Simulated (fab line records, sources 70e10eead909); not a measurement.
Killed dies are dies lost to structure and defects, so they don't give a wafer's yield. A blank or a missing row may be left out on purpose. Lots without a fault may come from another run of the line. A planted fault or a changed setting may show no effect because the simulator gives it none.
fab line records | flow nand_harc
record lots=5 wafers=15 last_day=32
route steps=1302 shown HYBRID_BOND@1238 THIN_TSV@1244 END@1302
lots that met no fault: from a run of the same line without faults
start_h: hours from the record's first day to the start of the lot's first wafer shown | wait_h: hours since the lot's step before | " the same as in the row above | L1.1+2: a row that stands for several wafers | - no value, or no start given | * or withheld: withheld | < > ~ a bound
route shown NAME@n: a module of which the file shows steps, and the number in the route of the first | usual: mean/standard deviation of fault-free wafers | same: alike in all rows | chamber/n: place in a boat | sites: the reading at each site | _std_site: their standard deviation | _edge_site: outer sites' mean less inner sites' | radius_mm: how far each site lies from the wafer's centre | mask NAME#n: copy n | behind: the tool/chamber that last shaped the wafer | hold: why the lot was held/for how many hours/how that ended | device: the transistor (n, p or np) that didn't switch | end of line: the same wafers' tests at the end of the route | a step without rows: its recipe alone | killed: dies lost to structure and defects at the first sort, not the wafer's yield | map: a wafer's dies, x killed, . not, _ none there
set.NAME: the setting as run; set.NAME@STEP: as run at that earlier step | model.NAME: the simulator's own value behind a step, which no gauge read
lots at some steps of the route; a table a step, a row a wafer
services: from which hour (start_h, from the record's first day; less than 0 if before it) a tool's chamber was out of use, for how many hours, and why
## steps
# step NHARC_HYBRID_BOND_PRECLEAN_01
# recipe time_s=300 temp_c=23 chemistry=DIW
# step NHARC_HYBRID_BOND_SRD_02
# recipe time_s=30 temp_c=23 dry_time_s=20 spin_rpm=1500
# step NHARC_HYBRID_BOND_BOND_03
# recipe temp_c=25
# step NHARC_HYBRID_BOND_ANNEAL_04
# recipe temp_c=300 time_s=7200 ramp_up_c_per_min=5 ramp_down_c_per_min=3 idle_temp_c=100 pressure_atm=1
# step NHARC_HYBRID_BOND_OVL_MEAS_05
# usual overlay_x_nm=3/33 overlay_y_nm=1/36
# columns lot.wafer tool chamber start_h wait_h overlay_x_nm overlay_y_nm
L571.2 overlay-01 - 545.99 0.4 -18 0
L571.4 " - " " -7 19
L571.5 " - " " -26 1
L573.1 overlay-02 - 561.25 0.4 -10 41
L573.2 " - " " 16 -53
L573.3 " - " " -31 49
L579.1 overlay-02 - 623.40 0.4 -18 19
L579.2 " - " " 6 -51
L579.5 " - " " 34 30
L582.1 overlay-01 - 659.91 0.4 30 -3
L582.3 " - " " -47 -30
L582.4 " - " " 49 2
L592.1 overlay-02 - 753.91 0.4 11 36
L592.3 " - " " 47 -23
L592.5 " - " " 73 -28
# step NHARC_HYBRID_BOND_INSPECT_06
# recipe inspect_instrument=ir_void
# usual raw_defect_count=87/34
# columns lot.wafer tool chamber start_h wait_h raw_defect_count
L571.2 defect_inspect-02 - 546.04 0.1 100
L571.4 " - " " 116
L571.5 " - " " 131
L573.1 defect_inspect-01 - 561.30 0.0 58
L573.2 " - " " 86
L573.3 " - " " 76
L579.1 defect_inspect-02 - 623.45 0.0 84
L579.2 " - " " 85
L579.5 " - " " 71
L582.1 defect_inspect-01 - 659.96 0.0 84
L582.3 " - " " 87
L582.4 " - " " 89
L592.1 defect_inspect-01 - 753.97 0.1 61
L592.3 " - " " 68
L592.5 " - " " 55
# step NHARC_THIN_TSV_GRIND_00
# recipe target_thk_um=6
# step NHARC_THIN_TSV_CMP_01
# recipe target_thk_um=3
# usual motor_current_A=12.3/1
# columns lot.wafer tool chamber start_h wait_h motor_current_A
L571.2 cmp-03 1 547.42 0.8 11.8
L571.4 " 3 " " 12.6
L571.5 " 2 " " 11.2
L573.2 cmp-01 2 562.71 0.9 11.0
L573.1 " 3 " " 10.6
L573.3 " 0 " " 12.1
L579.2 cmp-03 1 630.94 0.8 11.7
L579.1 " 2 " " 11.9
L579.5 " 2 " " 11.5
L582.1 cmp-02 2 662.54 1.0 14.2
L582.3 " 3 " " 11.2
L582.4 " 0 " " 13.2
L592.1 cmp-02 3 756.53 1.0 11.4
L592.3 " 1 " " 13.2
L592.5 " 3 " " 12.4
# step NHARC_THIN_TSV_THK_MEAS_02
# recipe thk_meas_gauge=ir
# usual thk_nm=2944/210
# columns lot.wafer tool chamber start_h wait_h thk_nm
L571.2 film_metro-01 - 547.69 0.2 3103
L571.4 " - " " 3007
L571.5 " - " " 2932
L573.1 film_metro-01 - 562.95 - 3107
L573.2 " - " " 3092
L573.3 " - " " 3031
L579.1 film_metro-02 - 631.20 - 3162
L579.2 " - " " 3259
L579.5 " - " " 3213
L582.1 film_metro-02 - 662.80 - 3221
L582.3 " - " " 3123
L582.4 " - " " 3040
L592.1 film_metro-02 - 756.79 0.2 2949
L592.3 " - " " 3133
L592.5 " - " " 3064
# step NHARC_THIN_TSV_SRD_03
# step NHARC_THIN_TSV_PRECLEAN_41
# recipe time_s=* temp_c=50 bath_age_min=0 chemistry=SC1
# step NHARC_THIN_TSV_SRD_42
# step NHARC_THIN_TSV_DEP_43
# recipe target_thk_a=13285 temp_c=withheld pressure_torr=6.5 rf_w=900 teos_flow_sccm=161.4 flow_sccm=2650 target_thk_nm=1328.5 gas=O2 material=SiO2
# usual throttle_valve_pct=16.1/0.82
# columns lot.wafer tool chamber start_h wait_h throttle_valve_pct
L571.2 pecvd-02 2 547.91 - 16.9
L571.4 " 2 " " 17.1
L571.5 " 1 " " 15.3
L573.1 pecvd-02 0 563.18 - 15.3
L573.2 " 1 " " 15.2
L573.3 " 2 " " 16.9
L579.2 pecvd-02 1 631.46 - 14.9
L579.1 " 0 " " 15.1
L579.5 " 0 " " 15.2
L582.3 pecvd-02 2 663.02 - 16.8
L582.1 " 1 " " 15.0
L582.4 " 0 " " 15.4
L592.1 pecvd-02 1 757.01 - 15.4
L592.3 " 0 " " 15.4
L592.5 " 2 " " 17.1
# step NHARC_THIN_TSV_DEHYDRATE_04
# recipe temp_c=150 time_s=120
# step NHARC_THIN_TSV_HMDS_05
# recipe time_s=30
# step NHARC_THIN_TSV_COAT_06
# recipe spin_rpm=*
# step NHARC_THIN_TSV_SOFTBAKE_07
# recipe temp_c=122 time_s=95
# step NHARC_THIN_TSV_EBR_08
# step NHARC_THIN_TSV_EXPOSE_09
# recipe na=0.55 dose_mj=30.7 mask_id=TSV
# step NHARC_THIN_TSV_PEB_10
# recipe peb_temp_c=118 peb_time_s=85
# step NHARC_THIN_TSV_DEVELOP_11
# recipe time_s=70
# step NHARC_THIN_TSV_CD_MEAS_12
# recipe target_cd_nm=1000 landing_energy_ev=500
# usual cd_nm=1000.1/1.5
# columns lot.wafer tool chamber start_h wait_h cd_nm
L571.2 cd_sem-03 0 548.74 - 996.4
L571.4 " 0 " " 998.7
L571.5 " 0 " " 997.7
L573.1 cd_sem-01 0 564.01 - 999.6
L573.2 " 0 " " 999.9
L573.3 " 0 " " 999.7
L579.1 cd_sem-03 0 632.29 - 999.4
L579.2 " 0 " " 997.3
L579.5 " 0 " " 998.9
L582.1 cd_sem-02 0 663.85 - 998.2
L582.3 " 0 " " 998.7
L582.4 " 0 " " 997.5
L592.1 cd_sem-01 0 757.84 - 998.6
L592.3 " 0 " " 998.8
L592.5 " 0 " " 1000.3
# step NHARC_THIN_TSV_HARDBAKE_13
# recipe temp_c=125 time_s=80
# step NHARC_THIN_TSV_DESCUM_14
# recipe time_s=3 o2_flow_sccm=200 ar_flow_sccm=0 bias_power_w=0 chemistry=O2
# usual drypump_motor_current_A=5.6/0.46 o2_flow_sccm=200.0/0.58 oes_product_au=1.001/0.0084 rf_vpp_V=57.8/0.9 showerhead_plenum_p_Torr=1.93/0.068 throttle_valve_pct=11.312/0.01
# columns lot.wafer tool chamber start_h wait_h drypump_motor_current_A o2_flow_sccm oes_product_au rf_hours_counter_h rf_vpp_V showerhead_plenum_p_Torr throttle_valve_pct
L571.2 rie_diel-12 1 548.90 - 5.7 199.0 1.001 5.3 59.0 1.95 11.312
L571.4 " 0 " " 5.4 199.9 0.999 5.8 58.3 1.90 11.319
L571.5 " 1 " " 5.7 200.2 1.006 - 58.2 1.94 11.304
L573.1 rie_diel-12 2 564.17 - 5.2 200.3 1.001 5.0 56.9 1.85 11.306
L573.2 " 3 " " 6.4 198.8 0.991 5.9 58.2 1.90 11.325
L573.3 " 0 " " 5.4 200.1 1.005 6.7 56.2 1.90 11.325
L579.1 rie_diel-03 3 632.46 - 5.0 200.3 1.007 10.0 57.8 1.89 11.322
L579.2 " 1 " " 6.1 199.4 1.013 8.6 57.5 2.01 11.304
L579.5 " 3 " " 5.0 200.0 0.996 - 57.5 1.89 11.318
L582.3 rie_diel-05 1 664.02 - 5.2 199.1 0.999 4.3 57.4 1.98 11.326
L582.1 " 2 " " 5.6 199.8 0.990 2.6 56.5 1.78 11.323
L582.4 " 3 " " 6.2 200.1 1.001 4.3 58.4 1.92 11.311
L592.1 rie_diel-12 1 758.00 - 5.7 200.7 0.999 4.6 56.6 1.94 11.308
L592.3 " 3 " " 6.5 200.2 1.005 5.4 57.7 1.90 11.316
L592.5 " 1 " " 5.7 199.9 1.008 - 58.5 1.94 11.312
# step NHARC_THIN_TSV_ETCH_44
# recipe target_depth_a=15942 time_s=797.1 cf4_flow_sccm=150 o2_flow_sccm=10 ar_flow_sccm=0 rf_w=300 bias_w=800 chemistry=CF4/O2
# step NHARC_THIN_TSV_ETCH_15
# recipe target_depth_a=30000 bosch_target_overetch_cycles=2 bosch_etch_step_s=2.8 bosch_dep_step_s=1.2 bosch_cycles=14
# step NHARC_THIN_TSV_CD_MEAS_16
# usual cd_nm=1000.2/1.6
# columns lot.wafer tool chamber start_h wait_h cd_nm
L571.2 cd_sem-01 - 549.70 0.1 996.2
L571.4 " - " " 998.1
L571.5 " - " " 998.4
L573.1 cd_sem-02 - 564.97 0.1 999.5
L573.2 " - " " 999.9
L573.3 " - " " 998.8
L579.1 cd_sem-02 - 633.25 0.1 999.2
L579.2 " - " " 997.3
L579.5 " - " " 998.3
L582.1 cd_sem-01 - 664.81 0.1 998.2
L582.3 " - " " 999.2
L582.4 " - " " 998.7
L592.1 cd_sem-02 - 758.80 0.1 998.9
L592.3 " - " " 998.2
L592.5 " - " " 999.9
# step NHARC_THIN_TSV_STRIP_45
# recipe power_w=1500 temp_c=250 chemistry=O2
# usual drypump_motor_current_A=5.9/0.36 heater_power_w=366/31
# columns lot.wafer tool chamber start_h wait_h drypump_motor_current_A heater_power_w rf_hours_counter_h
L571.2 plasma_asher-01 0 549.77 0.1 5.5 411 4
L571.4 " 1 " " 5.8 374 -
L571.5 " 1 " " 5.8 374 -
L573.2 plasma_asher-02 1 565.06 0.1 6.5 358 22
L573.1 " 0 " " 5.8 333 22
L573.3 " 0 " " 5.8 321 -
L579.1 plasma_asher-02 0 633.33 0.1 5.8 328 36
L579.2 " 1 " " 6.5 364 36
L579.5 " 1 " " 6.5 357 -
L582.1 plasma_asher-01 0 664.93 0.1 5.5 409 25
L582.4 " 1 " " 5.8 382 -
L582.3 " 0 " " 5.4 405 -
L592.1 plasma_asher-02 1 758.88 0.1 6.5 370 24
L592.3 " 1 " " 6.5 356 -
L592.5 " 1 " " 6.4 354 -
# step NHARC_THIN_TSV_STRIP_46
# recipe time_s=1200 temp_c=72.5 chemistry=post_etch_residue_remover
# step NHARC_THIN_TSV_DEP_47
# recipe target_thk_a=2000 temp_c=withheld pressure_torr=6.5 rf_w=900 teos_flow_sccm=161.4 flow_sccm=2650 target_thk_nm=200 gas=O2 material=SiO2
# step NHARC_THIN_TSV_ETCHBACK_48
# recipe target_depth_a=10285 over_etch_frac=0.3 time_s=405.17 ion_energy_ev=250 c4f8_flow_sccm=withheld ar_flow_sccm=withheld rf_w=600 bias_w=300 chemistry=C4F8/Ar
# usual oes_product_au=0.942/0.027 rf_vpp_V=547.2/2.8
# columns lot.wafer tool chamber start_h wait_h oes_product_au rf_hours_counter_h rf_vpp_V
L571.2 rie_diel-03 3 550.98 - 0.996 4.6 547.2
L571.4 " 0 " " 0.983 4.1 552.1
L571.5 " 0 " " 0.996 - 552.0
L573.2 rie_diel-12 3 566.35 - 0.925 6.3 544.6
L573.1 " 0 " " 0.927 7.3 546.9
L573.3 " 1 " " 0.936 6.9 549.3
L579.1 rie_diel-05 1 634.53 - 0.916 3.3 548.9
L579.2 " 0 " " 0.915 3.3 550.2
L579.5 " 1 " " 0.918 - 549.5
L582.4 rie_diel-12 3 666.13 - 0.911 1.9 546.7
L582.1 " 0 " " 0.936 2.1 546.1
L582.3 " 1 " " 0.930 2.2 550.0
L592.1 rie_diel-12 1 760.24 0.4 0.929 5.0 548.9
L592.3 " 3 " " 0.927 6.1 544.0
L592.5 " 1 " " 0.936 - 548.7
# step NHARC_THIN_TSV_STRIP_62
# recipe power_w=1500 temp_c=250 time_s=20 chemistry=N2/H2
# step NHARC_THIN_TSV_DEGAS_49
# recipe temp_c=300 time_s=120
# usual heater_power_w=485/47
# columns lot.wafer tool chamber start_h wait_h heater_power_w
L571.4 pvd_sputter-02 - 551.51 0.1 419
L571.2 " - " " 501
L571.5 " - " " 566
L573.2 pvd_sputter-03 - 566.84 0.1 445
L573.3 " - " " 558
L573.1 " - " " 455
L579.2 pvd_sputter-03 - 635.06 0.1 448
L579.1 " - " " 551
L579.5 " - " " 477
L582.1 pvd_sputter-03 - 666.62 0.1 535
L582.3 " - " " 456
L582.4 " - " " 496
L592.3 pvd_sputter-03 - 760.75 0.1 438
L592.1 " - " " 452
L592.5 " - " " 425
# step NHARC_THIN_TSV_PRE_CLEAN_50
# recipe time_s=30 temp_c=280 gas=H2/He
# step NHARC_THIN_TSV_PVD_19
# recipe target_thk_a=200 chamber_pressure_pa=5 material=TaN
# step NHARC_THIN_TSV_PVD_51
# recipe target_thk_a=1000 chamber_pressure_pa=5 material=Cu
# step NHARC_THIN_TSV_ECD_20
# recipe target_thk_a=20000 material=Cu
# step NHARC_THIN_TSV_ANNEAL_52
# recipe temp_c=225 time_s=90
# step NHARC_THIN_TSV_CMP_21
# recipe t_overpolish_s=30 target_thk_nm=2000
# step NHARC_THIN_TSV_SRD_23
# step NHARC_THIN_TSV_DEGAS_53
# recipe temp_c=300 time_s=60
# step NHARC_END_SORT_01
# recipe temp_c=25
# usual defect_limited_yield=91/3 killed_at_array=56/20 killed_at_other=1/1.3 killed_at_periphery=3.5/2.7 killed_dies=60/20 killed_open=3.3/1.6 killed_short=2.4/1.5
# same gross_dies=677
# columns lot.wafer tool chamber start_h wait_h defect_limited_yield[%] killed_at_array killed_at_other killed_at_periphery killed_dies killed_open killed_short
L582.1 prober-02 0 677.61 2.5 0 61 612 4 677 2 3
L582.3 prober-02 0 679.20 3.1 0 65 609 3 677 1 2
L582.4 prober-02 0 680.00 3.4 0 43 628 6 677 1 1
L592.3 prober-01 0 772.82 3.1 91 53 0 5 58 4 4
# killed by level:class
L582.1 THIN_TSV:area_dep=610 A_CHANNEL_HOLE_D1:chamber_film_flake=37 A_CHANNEL_HOLE_D2:chamber_film_flake=15 P_CONTACT:chamber_film_flake=2 A_STAIRCASE:chamber_film_flake=2 A_CONTACT:chamber_film_flake=2 P_M0:geometric_particle:open=1 A_DECK1_JOINT:geometric_particle:short=1
L582.3 THIN_TSV:area_dep=609 A_CHANNEL_HOLE_D1:chamber_film_flake=36 A_CHANNEL_HOLE_D2:chamber_film_flake=16 A_CONTACT:chamber_film_flake=4 A_SLIT:chamber_film_flake=3 A_STAIRCASE:chamber_film_flake=2 A_M0:chamber_film_flake=2 P_CONTACT:geometric_particle:short=1
L582.4 THIN_TSV:area_dep=628 A_CHANNEL_HOLE_D1:chamber_film_flake=21 A_CHANNEL_HOLE_D2:chamber_film_flake=14 P_M1:chamber_film_flake=5 A_CONTACT:chamber_film_flake=3 A_WL_FILL:geometric_particle:open=1 A_M0:geometric_particle:short=1 P_ZERO_WELL:chamber_film_flake=1
L592.3 A_CHANNEL_HOLE_D2:chamber_film_flake=32 A_ZERO_WELL:chamber_film_flake=3 A_DECK1_JOINT:chamber_film_flake=3 A_CHANNEL_FILL_D1:geometric_particle:short=2 A_CHANNEL_HOLE_D1:chamber_film_flake=2 A_STAIRCASE:chamber_film_flake=2 A_SLIT:chamber_film_flake=2 P_GATE:geometric_particle:open=1
# map L582.1 (x killed, . not)
____________x____________
_________xxxxxxx_________
_______xxxxxxxxxxx_______
______xxxxxxxxxxxxx______
_____xxxxxxxxxxxxxxx_____
____xxxxxxxxxxxxxxxxx____
____xxxxxxxxxxxxxxxxx____
___xxxxxxxxxxxxxxxxxxx___
___xxxxxxxxxxxxxxxxxxx___
__xxxxxxxxxxxxxxxxxxxxx__
__xxxxxxxxxxxxxxxxxxxxx__
_xxxxxxxxxxxxxxxxxxxxxxx_
_xxxxxxxxxxxxxxxxxxxxxxx_
_xxxxxxxxxxxxxxxxxxxxxxx_
_xxxxxxxxxxxxxxxxxxxxxxx_
_xxxxxxxxxxxxxxxxxxxxxxx_
xxxxxxxxxxxxxxxxxxxxxxxxx
xxxxxxxxxxxxxxxxxxxxxxxxx
xxxxxxxxxxxxxxxxxxxxxxxxx
xxxxxxxxxxxxxxxxxxxxxxxxx
xxxxxxxxxxxxxxxxxxxxxxxxx
_xxxxxxxxxxxxxxxxxxxxxxx_
_xxxxxxxxxxxxxxxxxxxxxxx_
_xxxxxxxxxxxxxxxxxxxxxxx_
_xxxxxxxxxxxxxxxxxxxxxxx_
_xxxxxxxxxxxxxxxxxxxxxxx_
__xxxxxxxxxxxxxxxxxxxxx__
__xxxxxxxxxxxxxxxxxxxxx__
___xxxxxxxxxxxxxxxxxxx___
___xxxxxxxxxxxxxxxxxxx___
____xxxxxxxxxxxxxxxxx____
____xxxxxxxxxxxxxxxxx____
_____xxxxxxxxxxxxxxx_____
______xxxxxxxxxxxxx______
_______xxxxxxxxxxx_______
_________xxxxxxx_________
____________x____________
# map L573.1 (x killed, . not)
____________.____________
_________......._________
_______x.........._______
______.............______
_____..............._____
____.................____
____.................____
___........x.x........___
___........x..........___
__.....................__
__.............xx......__
_..................x...._
_..............xxx......_
_............xxxx..x...._
_...........x..xxx..x..._
_.............xxxxx....._
...x..x.....xxx.xx.......
...............xxx...x...
.............x.......x...
.................xxx.....
.............x...........
_..............x.x......_
_.........x......x.....x_
_...x..........x....x..._
_......................._
_......................._
__....x................__
__.....................__
___...........x...x...___
___...................___
____.................____
____.................____
_____...x..........._____
______.............______
_______..........._______
_________......._________
____________.____________
## services
# columns tool chamber start_h hours kind
pvd_sputter-03 - 526.00 10.0 pm
cmp-02 - 527.85 4.0 pm
cmp-03 - 537.76 2.6 repair
cmp-03 - 554.04 4.0 pm
rie_diel-03 - 568.25 4.1 repair
cmp-02 - 573.78 2.1 repair
rie_diel-05 2 582.00 29.5 repair
rie_diel-05 - 583.60 9.0 pm
pecvd-02 - 589.33 13.0 pm
cmp-03 - 589.62 1.3 repair
rie_diel-12 2 591.49 8.6 repair
rie_diel-12 - 622.40 9.0 pm
cmp-02 - 622.93 2.2 repair
cmp-02 - 625.85 4.0 pm
rie_diel-03 - 635.81 9.0 pm
plasma_asher-02 - 637.92 9.0 pm
rie_diel-12 2 645.39 8.7 repair
pecvd-02 2 646.45 1.9 repair
cmp-03 - 652.04 4.0 pm
cmp-03 - 656.11 1.1 repair
rie_diel-12 2 694.52 6.6 repair
plasma_asher-01 - 696.14 9.0 pm
pvd_sputter-03 - 704.00 10.0 pm
rie_diel-12 1 704.83 9.8 repair
## key
first_sign step=NHARC_END_SORT_01 reading=killed_at_other direction=up sigmas=99+ usual=1 struck=616.3
effect step=NHARC_END_SORT_01 reading=defect_limited_yield direction=down sigmas=30 usual=91 struck=0
more_kills_born_at NHARC_THIN_TSV_DEP_43@pecvd-02=1847
met_at NHARC_THIN_TSV_DEP_43
struck_wafers L582.1,L582.3,L582.4
later_rows_left_out L582.1,L582.3,L582.4
onset_between 631.46 663.02
also_fits NHARC_THIN_TSV_DESCUM_14:rie_diel-05,NHARC_THIN_TSV_STRIP_45:plasma_asher-01
fault kind=process_parameter_drift tool=pecvd-02 chamber=- onset_h=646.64 steps=NHARC_THIN_TSV_DEP_43 channel=target_thk_nm offset=447.53 shape=step end_h=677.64 scope=struck_wafers_only acts_in=these_recipes_only stated=1328.5
# later_rows_left_out: the simulator's readings of these wafers behind a module that went badly wrong aren't trusted and aren't shown, but for the sort
